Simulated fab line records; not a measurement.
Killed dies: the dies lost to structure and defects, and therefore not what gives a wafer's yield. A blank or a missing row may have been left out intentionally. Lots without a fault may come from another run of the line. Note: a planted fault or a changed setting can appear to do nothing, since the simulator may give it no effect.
Which tool did it?	flow n5_finfet	11 lots, 31 wafers sampled, at 6 steps of a route of 1938

WHAT THE GAUGES SHOWED, per wafer
N5_BEOL_M3_THK_MEAS_01.
lot	measured	on	M3_ILD_THK (nm)
L675	day 7 02:35	film_metro-02	79.0 79.6 80.6
L677	day 7 17:59	film_metro-01	79.1 80.2
L678	day 8 04:13	film_metro-02	78.9 77.9 79.3
L680	day 8 11:31	film_metro-02	79.1 78.4 80.1
L681	day 8 14:50	film_metro-01	77.6 79.1 79.3
L684	day 9 09:59	film_metro-01	77.5 79.0 78.2
L686	day 9 22:26	film_metro-01	149.7 79.4 81.2
L685	day 10 02:41	film_metro-01	78.5 79.9 79.1
L689	day 10 14:34	film_metro-02	78.5 150.2
L695	day 11 22:45	film_metro-02	78.5 80.8 80.4
L696	day 12 12:52	film_metro-02	78.6 78.6 78.7

N5_BEOL_M4_RC_MEAS_101.
lot	measured	on	DIBL_N (mV/V)	DIBL_P (mV/V)	IOFF_N (nA/um)	IOFF_P (nA/um)	ION_N (uA/um)	ION_P (uA/um)	SS_N (mV/dec)	SS_P (mV/dec)	VT_N (mV)	VT_P (mV)
L675	day 7 22:20	prober-01	36.1 36.0 34.9	35.7 36.3 33.9	0.154 0.150 0.130	0.20 0.22 0.18	668 666 672	459 460 459	71.1 71.1 70.7	73.1 73.1 73.0	253 252 253	-249 -248 -252
L677	day 8 14:39	prober-02	35.5 34.7	36.8 35.0	0.138 0.136	0.18 0.16	668 668	454 452	71.2 71.5	73.5 72.3	251 253	-256 -256
L678	day 9 00:58	prober-02	34.9 32.3 33.7	35.5 33.0 34.1	0.133 0.114 0.122	0.19 0.16 0.18	665 669 667	451 456 464	71.9 70.5 70.7	72.9 73.0 72.4	252 254 252	-251 -253 -254
L680	day 9 04:26	prober-02	36.4 35.6 36.7	36.1 37.0 38.0	0.144 0.144 0.158	0.17 0.18 0.20	659 665 668	444 452 459	72.3 71.3 71.3	72.7 72.4 73.1	252 250 251	-258 -254 -252
L681	day 9 13:25	prober-02	38.3 35.9 35.0	37.6 34.8 33.7	0.182 0.149 0.126	0.26 0.22 0.19	680 675 663	468 471 461	72.3 71.2 70.9	73.0 72.7 72.9	247 250 252	-248 -245 -251
L684	day 10 14:43	prober-01	36.8 38.7 37.9	37.4 39.8 38.5	0.169 0.216 0.199	0.20 0.25 0.23	676 690 692	460 467 472	71.2 72.4 71.8	72.9 74.5 74.5	247 246 245	-252 -249 -250
L686	day 10 17:52	prober-02	37.4 33.8	37.5 32.5	0.169 0.115	0.19 0.14	675 655	458 450	71.1 70.4	73.7 72.9	248 251	-254 -256
L685	day 10 20:29	prober-01	37.3 34.3 36.1	35.7 32.8 35.5	0.166 0.124 0.151	0.25 0.20 0.24	657 670 660	460 469 459	72.1 70.5 71.3	73.9 72.4 73.4	250 252 250	-248 -249 -249
L689	day 11 17:20	prober-01	37.1	35.7	0.152	0.18	673	462	71.7	73.0	252	-253
L695	day 13 00:59	prober-02	36.6 35.3 35.5	35.6 35.2 34.1	0.183 0.175 0.161	0.23 0.23 0.20	677 686 670	466 469 457	72.1 71.3 72.1	73.3 73.8 73.5	245 245 248	-249 -248 -251
L696	day 13 12:37	prober-02	36.8 38.7 39.1	35.2 38.1 38.4	0.157 0.199 0.213	0.21 0.26 0.27	681 683 697	468 467 475	70.7 71.9 72.5	73.0 73.8 74.2	253 245 244	-250 -244 -248

WHAT TOOL EACH LOT RAN ON (gives the tool, then ch and the chambers of the sampled wafers, and finally the start)
lot	N5_BEOL_M2_ANNEAL_82	N5_BEOL_M2_ANNEAL_93	N5_BEOL_M2_SPUTTER_96	N5_BEOL_M3_ILD_DEP_00
L675	pvd_sputter-02, day 7 00:10	pvd_sputter-02, day 7 01:02	pvd_sputter-02, day 7 01:24	pecvd-02 ch 1,2, day 7 02:31
L677	pvd_sputter-01, day 7 15:32	pvd_sputter-01, day 7 16:25	pvd_sputter-01, day 7 16:47	pecvd-04 ch 1,2, day 7 17:55
L678	pvd_sputter-02, day 8 01:32	pvd_sputter-02, day 8 02:25	pvd_sputter-02, day 8 02:47	pecvd-01 ch 0,1, day 8 04:08
L680	pvd_sputter-02, day 8 09:05	pvd_sputter-02, day 8 09:58	pvd_sputter-02, day 8 10:19	pecvd-01 ch 0,2, day 8 11:26
L681	pvd_sputter-03, day 8 12:19	pvd_sputter-03, day 8 13:11	pvd_sputter-03, day 8 13:33	pecvd-04 ch 0,1,2, day 8 14:46
L684	pvd_sputter-01, day 9 07:34	pvd_sputter-01, day 9 08:26	pvd_sputter-01, day 9 08:48	pecvd-04 ch 0,1, day 9 09:55
L686	pvd_sputter-03, day 9 19:57	pvd_sputter-03, day 9 20:50	pvd_sputter-03, day 9 21:11	pecvd-04 ch 0,1, day 9 22:22
L685	pvd_sputter-01, day 10 00:16	pvd_sputter-01, day 10 01:09	pvd_sputter-01, day 10 01:31	pecvd-02 ch 0,1, day 10 02:38
L689	pvd_sputter-01, day 10 12:04	pvd_sputter-01, day 10 12:56	pvd_sputter-01, day 10 13:18	pecvd-04 ch 1,2, day 10 14:30
L695	pvd_sputter-03, day 11 20:14	pvd_sputter-03, day 11 21:07	pvd_sputter-03, day 11 21:29	pecvd-01 ch 0,2, day 11 22:40
L696	pvd_sputter-02, day 12 10:26	pvd_sputter-02, day 12 11:19	pvd_sputter-02, day 12 11:40	pecvd-01 ch 2, day 12 12:47
- N5_BEOL_M2_ANNEAL_82: time 240 s.
- N5_BEOL_M2_ANNEAL_93: time 240 s.
- N5_BEOL_M2_SPUTTER_96: material Cu, target thk 4.5 nm, time 8.29 s.
- N5_BEOL_M3_ILD_DEP_00: deposits SiOC from DEMS/O2, target thk 79 nm, time 15.3 s.

WHAT THE TOOLS THEMSELVES READ (means of the sampled wafers that have a number; where no wafer has one, the mark that the record gives instead)
N5_BEOL_M2_ANNEAL_82.
lot	tool	heater_power_w (W)
L675	pvd_sputter-02	771
L677	pvd_sputter-01	815
L678	pvd_sputter-02	792
L680	pvd_sputter-02	773
L681	pvd_sputter-03	785
L684	pvd_sputter-01	767
L686	pvd_sputter-03	856
L685	pvd_sputter-01	800
L689	pvd_sputter-01	790
L695	pvd_sputter-03	770
L696	pvd_sputter-02	769

N5_BEOL_M2_ANNEAL_93.
lot	tool	heater_power_w (W)
L675	pvd_sputter-02	763
L677	pvd_sputter-01	828
L678	pvd_sputter-02	800
L680	pvd_sputter-02	779
L681	pvd_sputter-03	773
L684	pvd_sputter-01	769
L686	pvd_sputter-03	835
L685	pvd_sputter-01	782
L689	pvd_sputter-01	786
L695	pvd_sputter-03	744
L696	pvd_sputter-02	772

N5_BEOL_M2_SPUTTER_96.
lot	tool	throttle_valve_pct (%)
L675	pvd_sputter-02	29.6
L677	pvd_sputter-01	30.3
L678	pvd_sputter-02	29.4
L680	pvd_sputter-02	29.7
L681	pvd_sputter-03	30.0
L684	pvd_sputter-01	29.7
L686	pvd_sputter-03	30.4
L685	pvd_sputter-01	30.1
L689	pvd_sputter-01	29.9
L695	pvd_sputter-03	29.9
L696	pvd_sputter-02	28.4

N5_BEOL_M3_ILD_DEP_00.
lot	tool	heater_power_w (W)	showerhead_plenum_p_Torr (Torr)	throttle_valve_pct (%)
L675	pecvd-02	464	5.685	11.9
L677	pecvd-04	632	5.693	11.9
L678	pecvd-01	506	5.688	12.9
L680	pecvd-01	486	5.692	11.1
L681	pecvd-04	609	5.688	12.1
L684	pecvd-04	600	5.700	12.5
L686	pecvd-04	581	5.678	12.5
L685	pecvd-02	423	5.694	12.0
L689	pecvd-04	611	5.697	11.9
L695	pecvd-01	553	5.683	10.8
L696	pecvd-01	504	5.694	10.3

THE ANSWER, worked out from the rows above alone
Rule: the usual values come from the lots themselves. Put in order of their means at a reading, lots are off if they are a third of the lots or fewer, leave a main group of 4 or more, and stand apart from it by a gap of 3 or more times the standard deviation of the main group's means; of several such gaps the widest counts. The tables above print the reading to a certain number of digits; a main group whose means all agree to those digits is not used. Also off: a lot with no number at a reading for which 4 or more lots have one. Any other lot the step has rows for is counted as sound. After the gauges, taken in route order, come the tools' own readings; for these a lot's mean is taken, as printed above. At the first step where some lot is off, the reading lying furthest off is the one used; lots without a number count as furthest.
Off: L686, L689, at N5_BEOL_M3_THK_MEAS_01 (M3_ILD_THK). The main group has a mean of 79.1 nm with a standard deviation of 0.55.
A tool fits if, at a process step before that reading, it ran every lot that is off, and no sound lot after the first of them. The gauges at N5_BEOL_M3_THK_MEAS_01 are tried like those tools. One fits: pecvd-04 at N5_BEOL_M3_ILD_DEP_00. A fault onset in the window from L684 (day 9 09:55, its last sound lot) to L686 (day 9 22:22, its first lot off) fits.

WHAT WAS PUT IN BY THE SIMULATOR
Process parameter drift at N5_BEOL_M3_ILD_DEP_00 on pecvd-04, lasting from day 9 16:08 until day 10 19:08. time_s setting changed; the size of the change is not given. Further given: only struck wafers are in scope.
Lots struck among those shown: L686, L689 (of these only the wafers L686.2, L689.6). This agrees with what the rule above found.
